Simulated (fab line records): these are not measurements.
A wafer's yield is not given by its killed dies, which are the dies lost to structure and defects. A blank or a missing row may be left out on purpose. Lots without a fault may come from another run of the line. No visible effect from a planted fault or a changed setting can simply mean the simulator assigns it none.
fab line records	flow n5_finfet
record lots=6	wafers=16	last_day=17
route steps=1938 shown BEOL_M2@891 BEOL_M4@1111 PASSIVATION@1936
lots with no fault: from the same line, run without faults
start_h: hours from the record's first day to the start of the lot's first wafer shown	wait_h: time in hours since the lot's previous step	" unchanged from the row above	L1.1+2: a single row standing in for several wafers	- no value present, or no start provided	* or withheld: withheld	< > ~ a bound
route shown NAME@n: a module of which the file shows steps, and the number in the route of the first	usual: the fault-free wafers' mean and standard deviation	same: alike in all rows	chamber/n: place in a boat	sites: each site's reading	_std_site: standard deviation across them	_edge_site: inner sites' mean taken away from outer sites' mean	radius_mm: how far each site lies from the wafer's centre	mask NAME#n: copy n	behind: the tool/chamber that last shaped the wafer	hold: why the lot went on hold/how many hours it stayed there/how the hold came to an end	device: the n, p or np transistor that did not switch	end of line: the tests these same wafers got at the end of their route	where a step has no rows: the recipe by itself	killed: not the wafer's yield, but the dies lost to structure and defects at the first sort	map: a wafer's dies, marking killed ones x, the rest . and places with no die _
set.NAME: the setting that was run; set.NAME@STEP: the one run at that earlier step	model.NAME: the simulator's own value behind a step, which no gauge read
certain route steps with their lots: each step a table, each wafer a row
services: when a tool's chamber went out of use (start_h, in hours from the record's first day, below 0 if earlier), for how many hours, and the reason
## steps
# step N5_BEOL_M2_ETCH_41
# recipe chemistry=CH3F/O2	target=SiCN	target_depth_a=299	taper_deg=2	time_s=52.5	ion_energy_ev=120	mask_material=TiN	pressure_mtorr=30	source_w=395	bias_w=75	Ar_flow_sccm=150	CH3F_flow_sccm=30	O2_flow_sccm=20
# step N5_BEOL_M2_STRIP_97
# recipe chemistry=N2/H2	time_s=10	power_w=450	temp_c=40	pressure_mtorr=20	rf_frequency_hz=6e+07	bias_power_w=7	n2_flow_sccm=200	h2_flow_sccm=200
# usual drypump_motor_current_A=5.9/0.37	oes_product_au=0.83/0.092	rf_vpp_V=59.1/0.96	showerhead_plenum_p_Torr=2.53/0.12	throttle_valve_pct=23.70/0.25
# same time_s=10
lot.wafer	tool	chamber	start_h	wait_h	drypump_motor_current_A	oes_product_au	rf_hours_counter_h	rf_vpp_V	showerhead_plenum_p_Torr	throttle_valve_pct
L308.3	rie_diel-06	0	-	-	5.8	0.84	89	59.6	2.46	23.45
L308.4	"	0	"	"	5.8	0.83	-	59.4	2.46	23.46
L308.6	"	2	"	"	6.3	0.69	-	57.3	2.50	23.81
L310.2	rie_diel-06	3	-	-	6.5	0.95	6	58.6	2.50	23.55
L310.5	"	0	"	"	5.8	0.83	-	59.8	2.45	23.47
L310.6	"	3	"	"	6.5	0.96	-	59.7	2.50	23.54
L314.2	rie_diel-06	2	-	-	6.3	0.98	9	58.9	2.50	23.54
L314.4	"	1	"	"	5.4	0.87	45	60.5	2.69	23.78
L314.5	"	2	"	"	6.3	0.97	-	58.2	2.50	23.52
L326.1	rie_diel-03	3	-	-	6.2	0.74	142	60.3	2.65	23.79
L326.2	"	1	"	"	5.9	0.87	46	60.0	2.59	24.06
L326.4	"	3	"	"	6.2	0.74	-	58.9	2.65	23.77
L327.1	rie_diel-06	0	-	-	5.8	0.79	137	59.1	2.44	23.51
L327.3	"	3	"	"	6.5	0.86	46	57.5	2.49	23.60
L328.1	rie_diel-06	3	-	-	6.5	0.87	47	58.2	2.49	23.61
L328.6	"	1	"	"	5.4	0.85	-	57.8	2.68	23.82
# step N5_BEOL_M2_OCD_MEAS_38
# usual trench_depth_nm=55.7/0.83
lot.wafer	tool	chamber	start_h	wait_h	trench_depth_nm
L308.3	ocd-02	-	151.29	-	55.1
L308.4	"	-	"	"	55.4
L308.6	"	-	"	"	55.4
L310.2	ocd-02	-	163.19	-	56.3
L310.5	"	-	"	"	55.2
L310.6	"	-	"	"	55.6
L314.2	ocd-01	-	196.74	-	56.7
L314.4	"	-	"	"	56.7
L314.5	"	-	"	"	56.6
L326.1	ocd-01	-	267.95	-	54.7
L326.2	"	-	"	"	55.4
L326.4	"	-	"	"	55.8
L327.1	ocd-02	-	268.00	-	55.8
L327.3	"	-	"	"	55.3
L328.1	ocd-01	-	271.62	-	56.2
L328.6	"	-	"	"	56.5
# step N5_BEOL_M2_HM_STRIP_39
# recipe chemistry=peroxide_tin_strip	material=TiN	target_depth_a=250	temp_c=50	time_s=158
# step N5_BEOL_M2_SRD_40
# recipe time_s=30	temp_c=23	rinse_liquid=diw	dry=ipa_marangoni
# step N5_BEOL_M2_PRECLEAN_42
# recipe chemistry=residue_remover	time_s=60	temp_c=40
# step N5_BEOL_M2_SRD_43
# recipe time_s=30	temp_c=23	rinse_liquid=diw	dry=ipa_marangoni
# step N5_BEOL_M2_CD_MEAS_35
# recipe target_cd_nm=18	target_cd_y_nm=22.2	polarity=opening
# usual cd_nm=18.0/0.32
lot.wafer	tool	chamber	start_h	wait_h	cd_nm
L308.3	cd_sem-01	-	151.55	0.0	18.2
L308.4	"	-	"	"	18.3
L308.6	"	-	"	"	17.8
L310.2	cd_sem-02	-	163.35	0.0	17.7
L310.5	"	-	"	"	17.3
L310.6	"	-	"	"	18.1
L314.2	cd_sem-01	-	196.89	0.0	18.4
L314.4	"	-	"	"	18.0
L314.5	"	-	"	"	18.3
L326.1	cd_sem-03	-	268.10	0.0	17.9
L326.2	"	-	"	"	17.3
L326.4	"	-	"	"	17.9
L327.1	cd_sem-01	-	268.16	0.0	18.3
L327.3	"	-	"	"	18.1
L328.1	cd_sem-03	-	271.77	0.0	18.4
L328.6	"	-	"	"	18.2
# step N5_BEOL_M2_DEGAS_44
# recipe ambient=vacuum	temp_c=250	time_s=60
# usual heater_power_w=341/27
# same time_s=60
lot.wafer	tool	chamber	start_h	wait_h	heater_power_w
L308.3	pvd_sputter-03	-	151.84	0.3	289
L308.4	"	-	"	"	350
L308.6	"	-	"	"	347
L310.2	pvd_sputter-03	-	163.39	0.0	337
L310.5	"	-	"	"	334
L310.6	"	-	"	"	351
L314.2	pvd_sputter-01	-	197.21	0.3	336
L314.4	"	-	"	"	367
L314.5	"	-	"	"	314
L326.1	pvd_sputter-03	-	268.48	0.4	344
L326.2	"	-	"	"	342
L326.4	"	-	"	"	348
L327.1	pvd_sputter-03	-	268.56	0.4	345
L327.3	"	-	"	"	353
L328.1	pvd_sputter-03	-	272.08	0.3	348
L328.6	"	-	"	"	335
# step N5_BEOL_M2_PRE_CLEAN_45
# recipe gas=H2/He	time_s=30	temp_c=250
# usual heater_power_w=343/27
# same time_s=30
lot.wafer	tool	chamber	start_h	wait_h	heater_power_w
L308.3	pvd_sputter-03	-	151.88	0.0	285
L308.4	"	-	"	"	355
L308.6	"	-	"	"	350
L310.2	pvd_sputter-03	-	163.43	0.0	333
L310.5	"	-	"	"	329
L310.6	"	-	"	"	351
L314.2	pvd_sputter-01	-	197.25	0.0	346
L314.4	"	-	"	"	353
L314.5	"	-	"	"	310
L326.1	pvd_sputter-03	-	268.52	0.0	356
L326.2	"	-	"	"	338
L326.4	"	-	"	"	335
L327.1	pvd_sputter-03	-	268.60	0.0	339
L327.3	"	-	"	"	358
L328.1	pvd_sputter-03	-	272.12	0.0	353
L328.6	"	-	"	"	342
# step N5_BEOL_M2_ALD_84
# recipe material=TaN	target_thk_a=*	temp_c=275	ald_precursor_family=PDMAT	ald_co_reactant=NH3	pressure_torr=3	carrier_flow_sccm=1500	pulse_time_s=2	purge_time_s=3	co_reactant_purge_time_s=2	co_reactant_pulse_time_s=3	ald_cycles=30	precursor_vessel_temp_c=75	precursor_vessel_pressure_torr=26.25	precursor_vessel_carrier_sccm=1000
# usual chamber_pressure_Torr=2.999/0.0068	heater_power_outer_w=225/14	heater_power_w=411/32
# same co_reactant_pulse_time_s=3
lot.wafer	tool	chamber	start_h	wait_h	chamber_pressure_Torr	heater_power_outer_w	heater_power_w
L308.3	ald_metal-04	2	151.96	0.1	2.986	213	386
L308.4	"	3	"	"	3.003	238	453
L308.6	"	3	"	"	3.002	237	458
L310.2	ald_metal-04	3	163.56	0.1	2.991	231	454
L310.5	"	2	"	"	2.990	213	393
L310.6	"	3	"	"	2.996	234	459
L314.2	ald_metal-02	0	197.31	0.0	2.996	236	463
L314.4	"	3	"	"	3.001	234	397
L314.5	"	3	"	"	3.004	238	374
L326.1	ald_metal-04	0	268.58	0.0	3.010	203	356
L326.2	"	1	"	"	2.999	203	405
L326.4	"	3	"	"	3.004	230	459
L327.1	ald_metal-02	0	268.73	0.1	2.997	239	454
L327.3	"	3	"	"	3.000	232	374
L328.1	ald_metal-03	2	272.20	0.1	2.997	240	443
L328.6	"	0	"	"	2.994	234	443
# step N5_BEOL_M2_SURFACE_TREAT_85
# recipe gas=Ar	time_s=*	ion_energy_ev=*	ion_current_ma_cm2=0.5	pressure_mtorr=*	ar_flow_sccm=30
# usual throttle_valve_pct=*
# same time_s=*
lot.wafer	tool	chamber	start_h	wait_h	throttle_valve_pct
L308.3	pvd_sputter-02	-	152.31	0.3	*
L308.4	"	-	"	"	*
L308.6	"	-	"	"	*
L310.2	pvd_sputter-02	-	163.79	0.1	*
L310.5	"	-	"	"	*
L310.6	"	-	"	"	*
L314.2	pvd_sputter-02	-	197.69	0.3	*
L314.4	"	-	"	"	*
L314.5	"	-	"	"	*
L326.1	pvd_sputter-01	-	268.80	0.1	*
L326.2	"	-	"	"	*
L326.4	"	-	"	"	*
L327.1	pvd_sputter-01	-	269.02	0.2	*
L327.3	"	-	"	"	*
L328.1	pvd_sputter-02	-	272.50	0.2	*
L328.6	"	-	"	"	*
# step N5_BEOL_M2_CVD_47
# recipe material=Co	target_thk_a=30	temp_c=withheld	precursor=CCTBA/H2	pressure_torr=30	time_s=223.8
# usual chamber_pressure_Torr=30.00/0.06	run_length_s=247.3/0.76
lot.wafer	tool	chamber	start_h	wait_h	chamber_pressure_Torr	run_length_s
L308.3	cvd_co-01	0	152.57	0.2	29.91	247.6
L308.4	"	0	"	"	30.02	248.0
L308.6	"	1	"	"	29.97	247.6
L310.2	cvd_co-01	2	163.85	0.0	30.00	247.7
L310.5	"	1	"	"	30.06	247.7
L310.6	"	0	"	"	29.87	247.7
L314.2	cvd_co-02	1	197.89	0.2	30.06	248.0
L314.4	"	1	"	"	29.92	248.6
L314.5	"	2	"	"	30.01	247.7
L326.1	cvd_co-02	2	268.89	0.1	30.02	247.4
L326.2	"	0	"	"	30.05	245.7
L326.4	"	1	"	"	30.08	248.1
L327.1	cvd_co-01	1	269.08	0.0	29.97	251.2
L327.3	"	0	"	"	30.03	247.3
L328.1	cvd_co-01	0	272.59	0.1	30.03	250.4
L328.6	"	2	"	"	30.04	247.4
# step N5_BEOL_M2_SPUTTER_48
# recipe material=Cu	target_thk_a=45	temp_c=-20	chamber_pressure_pa=0.07	power_w=withheld	time_s=8.29
# step N5_BEOL_M4_RC_MEAS_101
# usual DIBL_N=35.9/1.3	DIBL_P=36.3/1.5	IOFF_N=0.153/0.023	IOFF_P=0.208/0.028	ION_N=672/9.7	ION_P=462/6.6	SS_N=71.5/0.53	SS_P=73.3/0.59	VT_N=250.4/2.7	VT_P=-250.5/3
lot.wafer	tool	chamber	start_h	wait_h	DIBL_N[mV/V]	DIBL_P[mV/V]	IOFF_N[nA/um]	IOFF_P[nA/um]	ION_N[uA/um]	ION_P[uA/um]	SS_N[mV/dec]	SS_P[mV/dec]	VT_N[mV]	VT_P[mV]
L308.3	prober-01	0	184.27	0.3	35.6	35.2	0.147	0.181	671	457	70.9	73.0	252.3	-252.3
L308.4	"	0	"	"	36.5	36.6	0.162	0.203	681	468	71.7	74.2	249.1	-250.9
L308.6	"	0	"	"	37.0	37.0	0.182	0.213	678	459	72.2	73.9	250.1	-252.9
L310.2	prober-01	0	200.47	0.2	38.2	38.8	0.202	0.285	679	473	71.6	74.5	247.1	-244.0
L310.5	"	0	"	"	38.6	39.3	0.230	0.307	687	469	72.5	74.8	243.2	-243.1
L310.6	"	0	"	"	36.0	35.7	0.157	0.242	679	471	71.0	74.1	247.9	-244.8
L314.2	prober-01	0	225.30	0.2	38.7	39.2	0.197	0.247	676	467	71.8	74.2	247.3	-248.5
L314.4	"	0	"	"	39.8	40.6	0.211	0.274	678	466	72.0	74.5	245.7	-245.5
L314.5	"	0	"	"	38.5	39.1	0.194	0.235	683	463	72.7	74.1	246.5	-250.0
L326.1	prober-01	0	303.11	0.5	33.3	34.4	0.129	0.212	668	473	70.7	73.2	252.3	-250.3
L326.2	"	0	"	"	34.7	36.0	0.153	0.238	674	464	71.0	74.1	249.5	-247.3
L326.4	"	0	"	"	33.8	34.3	0.130	0.206	659	463	70.7	72.8	253.6	-248.2
L327.1	prober-01	0	309.20	0.0	35.8	38.0	0.168	0.216	673	462	71.5	73.4	249.3	-252.6
L327.3	"	0	"	"	36.2	37.9	0.171	0.215	677	460	71.5	73.1	247.6	-252.2
L328.1	prober-02	0	313.17	0.0	36.0	37.0	0.158	0.206	682	463	71.5	73.6	249.5	-248.8
L328.6	"	0	"	"	35.9	36.4	0.157	0.202	674	462	71.7	73.3	247.9	-253.1
# step N5_PASSIVATION_PROBE_49
# usual defect_limited_yield=91.1/1.5	killed_at_M0_to_M3=35/9.5	killed_at_M4_up=13/5.2	killed_at_contacts=12/6.1	killed_at_front_end=41/14	killed_at_other=3.8/2.9	killed_dies=105/17	killed_open=70/13	killed_short=33/8.4	sort_bin_5_function=5.1/0.97	sort_bin_6_memory=3.4/0.69	sort_n_pass=1075/17	sort_yield_pct=91.1/1.5
# same gross_dies=1180	killed_at_back_side=0	sort_bin_4_leakage[%]=0	sort_bin_8_speed[%]=0
lot.wafer	tool	chamber	start_h	wait_h	defect_limited_yield[%]	killed_at_M0_to_M3	killed_at_M4_up	killed_at_contacts	killed_at_front_end	killed_at_other	killed_dies	killed_open	killed_short	sort_bin_5_function[%]	sort_bin_6_memory[%]	sort_n_pass	sort_yield_pct[%]
L308.3	prober-01	-	292.86	0.1	92.0	43	13	6	30	2	94	54	39	4.1	3.4	1086	92.0
L308.4	prober-01	-	292.91	0.2	89.7	47	24	11	33	7	122	83	39	6.7	3.6	1058	89.7
L308.6	prober-01	-	293.01	0.3	90.4	49	17	11	35	1	113	76	35	5.7	3.6	1067	90.4
L310.2	prober-01	-	302.86	0.4	92.4	39	9	10	30	2	90	61	25	4.7	2.5	1090	92.4
L310.5	prober-01	-	303.01	0.5	93.5	28	10	7	31	1	77	56	18	3.7	2.7	1103	93.5
L310.6	prober-01	-	303.06	0.6	90.8	26	9	8	65	0	108	66	39	5.6	3.1	1072	90.8
L314.2	prober-01	-	332.22	0.1	93.8	34	12	6	20	1	73	58	13	4.2	2.0	1107	93.8
L314.4	prober-01	-	332.32	0.2	92.5	35	7	11	31	5	89	55	34	4.6	2.8	1091	92.5
L314.5	prober-01	-	332.37	0.2	93.3	24	10	6	32	7	79	57	20	3.5	3.1	1101	93.3
L326.1	prober-02	-	411.60	0.0	91.2	25	14	16	44	5	104	64	34	5.5	3.0	1076	91.2
L326.2	prober-02	-	411.65	0.1	89.2	34	24	10	54	6	128	87	40	6.5	4.0	1052	89.2
L326.4	prober-02	-	411.75	0.2	92.2	36	10	16	27	3	92	66	19	4.2	3.6	1088	92.2
L328.1	prober-01	-	416.79	0.0	93.1	20	11	16	26	8	81	60	18	4.2	2.6	1099	93.1
L328.6	prober-01	-	417.04	0.3	93.7	27	7	12	22	6	74	48	24	3.8	2.2	1106	93.7
L327.3	prober-01	-	417.76	0.1	93.1	22	24	6	27	2	81	56	25	3.9	2.9	1099	93.1
# killed by level:class
L308.3 BEOL_M0_SAQP:geometric_particle:short=11 FIN_SAQP:geometric_particle:short=10 FIN_SAQP:geometric_particle:open=9 BEOL_M4:geometric_particle:open=9 BEOL_M3:geometric_particle:open=8 BEOL_M0_SAQP:geometric_particle:open=7 MOL_CONTACT_COAG:geometric_particle:open=5 BEOL_M2:geometric_particle:short=5
L308.4 BEOL_M4:geometric_particle:open=11 BEOL_M0_SAQP:geometric_particle:open=9 MOL_CONTACT_COAG:geometric_particle:open=8 BEOL_M0_SAQP:geometric_particle:short=8 FIN_SAQP:geometric_particle:open=7 DUMMY_GATE:geometric_particle:open=7 BEOL_M1:geometric_particle:open=7 FIN_SAQP:geometric_particle:short=6
L308.6 FIN_SAQP:geometric_particle:open=11 BEOL_M4:geometric_particle:open=11 MOL_CONTACT_COAG:geometric_particle:open=10 BEOL_M0_SAQP:geometric_particle:open=9 BEOL_M0_SAQP:geometric_particle:short=9 BEOL_M3:geometric_particle:open=8 FIN_SAQP:geometric_particle:short=7 BEOL_M0:geometric_particle:open=7
L310.2 MOL_CONTACT_COAG:geometric_particle:open=10 BEOL_M2:geometric_particle:open=9 BEOL_M0_SAQP:geometric_particle:short=6 BEOL_M1:geometric_particle:open=6 FIN_SAQP:geometric_particle:short=5 STI_FIN_REVEAL:geometric_particle:open=5 BEOL_M4:geometric_particle:open=5 DUMMY_GATE:geometric_particle:open=4
L310.5 BEOL_M2:geometric_particle:open=9 BEOL_M1:geometric_particle:open=8 DUMMY_GATE:geometric_particle:open=6 STI_FIN_REVEAL:geometric_particle:open=5 MOL_CONTACT_COAG:geometric_particle:open=5 BEOL_M4:geometric_particle:open=4 STARTING-WAFER:geometric_particle:open=4 FIN_SAQP:geometric_particle:short=3
L310.6 STI_FIN_REVEAL:geometric_particle:open=16 FIN_SAQP:geometric_particle:open=11 FIN_SAQP:geometric_particle:short=6 STI_FIN_REVEAL:geometric_particle:short=6 BEOL_M1:geometric_particle:open=6 SPACER0:geometric_particle:open=5 MOL_CONTACT_COAG:geometric_particle:open=5 BEOL_M0_SAQP:geometric_particle:short=5
L314.2 BEOL_M2:geometric_particle:open=12 DUMMY_GATE:geometric_particle:open=6 MOL_CONTACT_COAG:geometric_particle:open=5 BEOL_M0_SAQP:geometric_particle:open=5 BEOL_M1:geometric_particle:open=5 BEOL_M3:geometric_particle:open=5 BEOL_M0_SAQP:geometric_particle:short=4 BEOL_M5:geometric_particle:open=4
L314.4 STI_FIN_REVEAL:geometric_particle:open=13 BEOL_M1:geometric_particle:open=9 MOL_CONTACT_COAG:geometric_particle:open=8 BEOL_M0_SAQP:geometric_particle:short=8 BEOL_M0_SAQP:geometric_particle:open=8 STI_FIN_REVEAL:geometric_particle:short=4 BEOL_M1:geometric_particle:short=4 FIN_SAQP:geometric_particle:short=3
L314.5 DUMMY_GATE:geometric_particle:open=8 BEOL_M2:geometric_particle:open=8 MOL_CONTACT_COAG:geometric_particle:open=6 BEOL_M5:geometric_particle:open=6 STI_FIN_REVEAL:geometric_particle:open=4 PAD_METAL:geometric_particle:short=4 ILD0:geometric_particle:open=3 ILD0:geometric_particle:short=3
L326.1 MOL_CONTACT_COAG:geometric_particle:open=12 GATE_CUT:geometric_particle:short=8 STI_FIN_REVEAL:geometric_particle:open=7 BEOL_M0_SAQP:geometric_particle:open=7 FIN_SAQP:geometric_particle:short=6 BEOL_M3:geometric_particle:short=5 SD_EPI_P:coat_microbubble_printed=5 BEOL_M4:geometric_particle:open=5
L326.2 DUMMY_GATE:geometric_particle:open=13 BEOL_M0_SAQP:geometric_particle:short=12 FIN_SAQP:geometric_particle:open=11 BEOL_M2:geometric_particle:open=10 MOL_CONTACT_COAG:geometric_particle:open=9 FIN_SAQP:geometric_particle:short=8 GATE_CUT:geometric_particle:short=7 BEOL_M0_SAQP:geometric_particle:open=7
L326.4 BEOL_M2:geometric_particle:open=14 MOL_CONTACT_COAG:geometric_particle:open=13 FIN_SAQP:geometric_particle:open=7 BEOL_M0_SAQP:geometric_particle:open=6 BEOL_M3:geometric_particle:open=6 GATE_CUT:geometric_particle:short=5 BEOL_M0_SAQP:geometric_particle:short=4 BEOL_M4:geometric_particle:open=4
L328.1 MOL_CONTACT_COAG:geometric_particle:open=13 STI_FIN_REVEAL:geometric_particle:open=7 BEOL_M2:geometric_particle:open=6 FIN_SAQP:geometric_particle:open=5 BEOL_M8:geometric_particle:open=4 MIM_TOP:geometric_particle:open=4 DUMMY_GATE:geometric_particle:open=3 BEOL_M1:geometric_particle:open=3
L328.6 MOL_CONTACT_COAG:geometric_particle:open=11 BEOL_M3:geometric_particle:open=9 GATE_CUT:geometric_particle:short=5 BEOL_M0_SAQP:geometric_particle:open=4 BEOL_M1:geometric_particle:open=4 DUMMY_GATE:geometric_particle:open=3 BEOL_M0_SAQP:geometric_particle:short=3 BEOL_M2:geometric_particle:short=3
L327.3 BEOL_M4:geometric_particle:open=10 DUMMY_GATE:geometric_particle:open=7 MOL_CONTACT_COAG:geometric_particle:open=6 BEOL_M0_SAQP:geometric_particle:short=6 STI_FIN_REVEAL:geometric_particle:open=5 BEOL_M3:geometric_particle:open=5 BEOL_M0_SAQP:geometric_particle:open=4 FIN_SAQP:geometric_particle:short=3
## services
tool	chamber	start_h	hours	kind
rie_diel-06	0	131.83	6.3	repair
pvd_sputter-01	-	136.93	1.7	repair
ald_metal-04	0	140.80	8.0	repair
rie_diel-06	3	142.93	-	clean
rie_diel-06	3	142.93	-	consumable_replace:focus_ring
rie_diel-06	3	142.93	10.0	scheduled_down
rie_diel-06	3	142.93	10.0	vent_cycle
pvd_sputter-01	-	147.86	3.0	repair
cvd_co-02	-	148.24	6.9	pm
rie_diel-03	0	160.20	1.9	repair
ald_metal-03	-	162.67	2.8	pm
cvd_co-01	2	172.74	5.5	repair
ald_metal-04	0	179.39	16.4	repair
ald_metal-04	-	187.95	1.2	pm
ald_metal-02	-	189.88	0.6	repair
ald_metal-04	-	211.64	0.9	repair
cvd_co-01	-	219.86	6.0	pm
pvd_sputter-03	-	229.48	0.6	repair
rie_diel-06	3	240.11	5.5	repair
ald_metal-04	3	242.19	5.7	repair
cvd_co-02	0	246.03	8.4	repair
rie_diel-03	0	255.88	1.4	repair
cvd_co-02	-	264.13	0.7	repair
rie_diel-03	2	267.03	4.8	repair
## key
first_sign step=N5_BEOL_M2_CVD_47	reading=run_length_s	direction=up	sigmas=4.6	usual=*	struck=*
effect none on later readings
met_at N5_BEOL_M2_CVD_47
struck_wafers L327.1,L328.1
onset_between 163.85 269.08
fault kind=process_parameter_drift	tool=cvd_co-01	chamber=-	onset_h=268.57	steps=N5_BEOL_M2_CVD_47	channel=time_s	offset=*	shape=step	end_h=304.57	scope=struck_wafers_only	acts_in=*	stated=*
